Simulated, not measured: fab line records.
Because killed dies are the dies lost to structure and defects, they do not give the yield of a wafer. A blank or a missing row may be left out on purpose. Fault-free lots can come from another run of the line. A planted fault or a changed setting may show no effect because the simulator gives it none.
Split-lot experiment || flow n5_finfet || 7 lots, 39 wafers read, on a route of 1938 steps

THE SPLIT ITSELF
At N5_FIN_CUT_CUT_ETCH_15 (etches Si in HBr/Cl2/O2, target depth 100 nm, bt time 10 s, time 42.4 s), the setting time_s was moved away from the recipe's 42.4 s on 15 of the 39 wafers read, by -42.6% to -16.5%. This setting was run at the recipe's value on the other wafers.

The file shows no step between the split and the reading.

THE READING
SOC_of_FIN_CUT_COAT_18.thk_nm (the simulator's own value, which no gauge read), in nm, at N5_FIN_CUT_CUT_ETCH_28 (etches Si in HBr/Cl2/O2, target depth 6 nm, time 2.4 s). The file does not state a usual value for it. Across the 24 wafers here that went through the recipe, the average is 168.2 nm and the standard deviation 0.78 nm.

{"wafer": "L077.1", "tool, chamber at the split": "rie_si-01, 1", "time_s as run, s": 42.4, "against the recipe": "recipe", "SOC_of_FIN_CUT_COAT_18.thk_nm, nm": 167.2, "against lot-mates on the recipe": "-"}
{"wafer": "L077.2", "tool, chamber at the split": "rie_si-01, 2", "time_s as run, s": 27.98, "against the recipe": "-34.0%", "SOC_of_FIN_CUT_COAT_18.thk_nm, nm": 180, "against lot-mates on the recipe": "+11.8"}
{"wafer": "L077.4", "tool, chamber at the split": "rie_si-01, 0", "time_s as run, s": 27.98, "against the recipe": "-34.0%", "SOC_of_FIN_CUT_COAT_18.thk_nm, nm": 180, "against lot-mates on the recipe": "+11.8"}
{"wafer": "L077.3", "tool, chamber at the split": "rie_si-01, 3", "time_s as run, s": 42.4, "against the recipe": "recipe", "SOC_of_FIN_CUT_COAT_18.thk_nm, nm": 169, "against lot-mates on the recipe": "-"}
{"wafer": "L077.5", "tool, chamber at the split": "rie_si-01, 2", "time_s as run, s": 42.4, "against the recipe": "recipe", "SOC_of_FIN_CUT_COAT_18.thk_nm, nm": 168.4, "against lot-mates on the recipe": "-"}
{"wafer": "L077.6", "tool, chamber at the split": "rie_si-01, 3", "time_s as run, s": 27.98, "against the recipe": "-34.0%", "SOC_of_FIN_CUT_COAT_18.thk_nm, nm": 181.2, "against lot-mates on the recipe": "+13.0"}
{"wafer": "L084.1", "tool, chamber at the split": "rie_si-01, 1", "time_s as run, s": 42.4, "against the recipe": "recipe", "SOC_of_FIN_CUT_COAT_18.thk_nm, nm": 168.2, "against lot-mates on the recipe": "-"}
{"wafer": "L084.2", "tool, chamber at the split": "rie_si-01, 0", "time_s as run, s": 28.13, "against the recipe": "-33.7%", "SOC_of_FIN_CUT_COAT_18.thk_nm, nm": 179.8, "against lot-mates on the recipe": "+11.9"}
{"wafer": "L084.3", "tool, chamber at the split": "rie_si-01, 2", "time_s as run, s": 42.4, "against the recipe": "recipe", "SOC_of_FIN_CUT_COAT_18.thk_nm, nm": 167.6, "against lot-mates on the recipe": "-"}
{"wafer": "L084.4", "tool, chamber at the split": "rie_si-01, 3", "time_s as run, s": 42.4, "against the recipe": "recipe", "SOC_of_FIN_CUT_COAT_18.thk_nm, nm": 167.8, "against lot-mates on the recipe": "-"}
{"wafer": "L084.5", "tool, chamber at the split": "rie_si-01, 2", "time_s as run, s": 28.13, "against the recipe": "-33.7%", "SOC_of_FIN_CUT_COAT_18.thk_nm, nm": 180.4, "against lot-mates on the recipe": "+12.5"}
{"wafer": "L084.6", "tool, chamber at the split": "rie_si-01, 3", "time_s as run, s": 28.13, "against the recipe": "-33.7%", "SOC_of_FIN_CUT_COAT_18.thk_nm, nm": 180.6, "against lot-mates on the recipe": "+12.7"}
{"wafer": "L085.1", "tool, chamber at the split": "rie_si-02, 2", "time_s as run, s": 42.4, "against the recipe": "recipe", "SOC_of_FIN_CUT_COAT_18.thk_nm, nm": 168, "against lot-mates on the recipe": "-"}
{"wafer": "L085.2", "tool, chamber at the split": "rie_si-02, 1", "time_s as run, s": 24.34, "against the recipe": "-42.6%", "SOC_of_FIN_CUT_COAT_18.thk_nm, nm": 184.4, "against lot-mates on the recipe": "+15.9"}
{"wafer": "L085.3", "tool, chamber at the split": "rie_si-02, 3", "time_s as run, s": 42.4, "against the recipe": "recipe", "SOC_of_FIN_CUT_COAT_18.thk_nm, nm": 167.4, "against lot-mates on the recipe": "-"}
{"wafer": "L085.4", "tool, chamber at the split": "rie_si-02, 2", "time_s as run, s": 24.34, "against the recipe": "-42.6%", "SOC_of_FIN_CUT_COAT_18.thk_nm, nm": 183.2, "against lot-mates on the recipe": "+14.7"}
{"wafer": "L085.5", "tool, chamber at the split": "rie_si-02, 3", "time_s as run, s": 24.34, "against the recipe": "-42.6%", "SOC_of_FIN_CUT_COAT_18.thk_nm, nm": 183, "against lot-mates on the recipe": "+14.5"}
{"wafer": "L085.6", "tool, chamber at the split": "rie_si-02, 1", "time_s as run, s": 42.4, "against the recipe": "recipe", "SOC_of_FIN_CUT_COAT_18.thk_nm, nm": 170.2, "against lot-mates on the recipe": "-"}
{"wafer": "L088.1", "tool, chamber at the split": "rie_si-01, 3", "time_s as run, s": 32.51, "against the recipe": "-23.3%", "SOC_of_FIN_CUT_COAT_18.thk_nm, nm": 177, "against lot-mates on the recipe": "+9.3"}
{"wafer": "L088.2", "tool, chamber at the split": "rie_si-01, 0", "time_s as run, s": 42.4, "against the recipe": "recipe", "SOC_of_FIN_CUT_COAT_18.thk_nm, nm": 167.6, "against lot-mates on the recipe": "-"}
{"wafer": "L088.4", "tool, chamber at the split": "rie_si-01, 2", "time_s as run, s": 42.4, "against the recipe": "recipe", "SOC_of_FIN_CUT_COAT_18.thk_nm, nm": 167.6, "against lot-mates on the recipe": "-"}
{"wafer": "L088.3", "tool, chamber at the split": "rie_si-01, 1", "time_s as run, s": 32.51, "against the recipe": "-23.3%", "SOC_of_FIN_CUT_COAT_18.thk_nm, nm": 176.6, "against lot-mates on the recipe": "+8.9"}
{"wafer": "L088.5", "tool, chamber at the split": "rie_si-01, 3", "time_s as run, s": 32.51, "against the recipe": "-23.3%", "SOC_of_FIN_CUT_COAT_18.thk_nm, nm": 177.6, "against lot-mates on the recipe": "+9.9"}
{"wafer": "L088.6", "tool, chamber at the split": "rie_si-01, 2", "time_s as run, s": 42.4, "against the recipe": "recipe", "SOC_of_FIN_CUT_COAT_18.thk_nm, nm": 168, "against lot-mates on the recipe": "-"}
{"wafer": "L091.1", "tool, chamber at the split": "rie_si-01, 3", "time_s as run, s": 42.4, "against the recipe": "recipe", "SOC_of_FIN_CUT_COAT_18.thk_nm, nm": 167.2, "against lot-mates on the recipe": "-"}
{"wafer": "L091.5", "tool, chamber at the split": "rie_si-01, 1", "time_s as run, s": 42.4, "against the recipe": "recipe", "SOC_of_FIN_CUT_COAT_18.thk_nm, nm": 168.2, "against lot-mates on the recipe": "-"}
{"wafer": "L091.6", "tool, chamber at the split": "rie_si-01, 0", "time_s as run, s": 42.4, "against the recipe": "recipe", "SOC_of_FIN_CUT_COAT_18.thk_nm, nm": 167.4, "against lot-mates on the recipe": "-"}
{"wafer": "L092.1", "tool, chamber at the split": "rie_si-02, 0", "time_s as run, s": 42.4, "against the recipe": "recipe", "SOC_of_FIN_CUT_COAT_18.thk_nm, nm": 167.6, "against lot-mates on the recipe": "-"}
{"wafer": "L092.2", "tool, chamber at the split": "rie_si-02, 1", "time_s as run, s": 42.4, "against the recipe": "recipe", "SOC_of_FIN_CUT_COAT_18.thk_nm, nm": 169.8, "against lot-mates on the recipe": "-"}
{"wafer": "L092.3", "tool, chamber at the split": "rie_si-02, 2", "time_s as run, s": 42.4, "against the recipe": "recipe", "SOC_of_FIN_CUT_COAT_18.thk_nm, nm": 168.6, "against lot-mates on the recipe": "-"}
{"wafer": "L092.4", "tool, chamber at the split": "rie_si-02, 3", "time_s as run, s": 42.4, "against the recipe": "recipe", "SOC_of_FIN_CUT_COAT_18.thk_nm, nm": 168.8, "against lot-mates on the recipe": "-"}
{"wafer": "L092.5", "tool, chamber at the split": "rie_si-02, 1", "time_s as run, s": 42.4, "against the recipe": "recipe", "SOC_of_FIN_CUT_COAT_18.thk_nm, nm": 169.4, "against lot-mates on the recipe": "-"}
{"wafer": "L092.6", "tool, chamber at the split": "rie_si-02, 2", "time_s as run, s": 42.4, "against the recipe": "recipe", "SOC_of_FIN_CUT_COAT_18.thk_nm, nm": 168.2, "against lot-mates on the recipe": "-"}
{"wafer": "L093.1", "tool, chamber at the split": "rie_si-05, 0", "time_s as run, s": 42.4, "against the recipe": "recipe", "SOC_of_FIN_CUT_COAT_18.thk_nm, nm": 168, "against lot-mates on the recipe": "-"}
{"wafer": "L093.4", "tool, chamber at the split": "rie_si-05, 3", "time_s as run, s": 42.4, "against the recipe": "recipe", "SOC_of_FIN_CUT_COAT_18.thk_nm, nm": 168, "against lot-mates on the recipe": "-"}
{"wafer": "L093.2", "tool, chamber at the split": "rie_si-05, 1", "time_s as run, s": 35.41, "against the recipe": "-16.5%", "SOC_of_FIN_CUT_COAT_18.thk_nm, nm": 175.6, "against lot-mates on the recipe": "+7.3"}
{"wafer": "L093.3", "tool, chamber at the split": "rie_si-05, 2", "time_s as run, s": 42.4, "against the recipe": "recipe", "SOC_of_FIN_CUT_COAT_18.thk_nm, nm": 168.8, "against lot-mates on the recipe": "-"}
{"wafer": "L093.5", "tool, chamber at the split": "rie_si-05, 0", "time_s as run, s": 35.41, "against the recipe": "-16.5%", "SOC_of_FIN_CUT_COAT_18.thk_nm, nm": 174, "against lot-mates on the recipe": "+5.7"}
{"wafer": "L093.6", "tool, chamber at the split": "rie_si-05, 1", "time_s as run, s": 35.41, "against the recipe": "-16.5%", "SOC_of_FIN_CUT_COAT_18.thk_nm, nm": 174.8, "against lot-mates on the recipe": "+6.5"}

FIT RESULTS
A straight line over all 39 wafers: SOC_of_FIN_CUT_COAT_18.thk_nm changes by -0.362 nm for each +1% of time_s; r = -0.99; the points scatter about the line by 0.74 nm.
The same after taking each lot's own level away (the mean of its wafers on the recipe; 39 wafers): -0.363 nm for each +1%; r = -0.99; scatter 0.71 nm.
On that fit, the largest move of time_s shifts the reading by 15 nm.
Measured against the standard deviation above, the lots' own levels, which go from 167.60 to 168.73 nm, span 1.5 times it.
Hence the lot-to-lot level has little effect on the slope; both slopes agree.
Check: for one of the wafers moved furthest among these (-42.6%), held out of the fit, the line's prediction against its lot-mates is +15.5 nm. It came out at +15.9 nm against them.

THE WHOLE CHAIN: every reading that the file lists as answering this split, in the file's order
{"step": "N5_FIN_CUT_CUT_ETCH_15", "what it does": "etches Si in HBr/Cl2/O2, target depth 100 nm, bt time 10 s, time 42.4 s", "reading": "FIN_CUT.feature_depth_nm (the simulator's own value, which no gauge read)", "change (the file's fit)": "+0.986 nm for each +1% of the setting", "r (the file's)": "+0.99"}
{"step": "N5_FIN_CUT_CUT_ETCH_15", "what it does": "etches Si in HBr/Cl2/O2, target depth 100 nm, bt time 10 s, time 42.4 s", "reading": "etch.depth_nm (the simulator's own value, which no gauge read)", "change (the file's fit)": "+0.987 nm for each +1% of the setting", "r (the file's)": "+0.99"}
{"step": "N5_FIN_CUT_CUT_ETCH_15", "what it does": "etches Si in HBr/Cl2/O2, target depth 100 nm, bt time 10 s, time 42.4 s", "reading": "SOC_of_FIN_CUT_COAT_18.thk_nm (the simulator's own value, which no gauge read)", "change (the file's fit)": "-0.366 nm for each +1% of the setting", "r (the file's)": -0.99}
{"step": "N5_FIN_CUT_CUT_ETCH_28", "what it does": "etches Si in HBr/Cl2/O2, target depth 6 nm, time 2.4 s", "reading": "SOC_of_FIN_CUT_COAT_18.thk_nm (the simulator's own value, which no gauge read)", "change (the file's fit)": "-0.365 nm for each +1% of the setting", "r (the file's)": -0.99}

FILE'S OWN FIT
SOC_of_FIN_CUT_COAT_18.thk_nm changes by -0.365 nm for each +1% of time_s, r = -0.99.
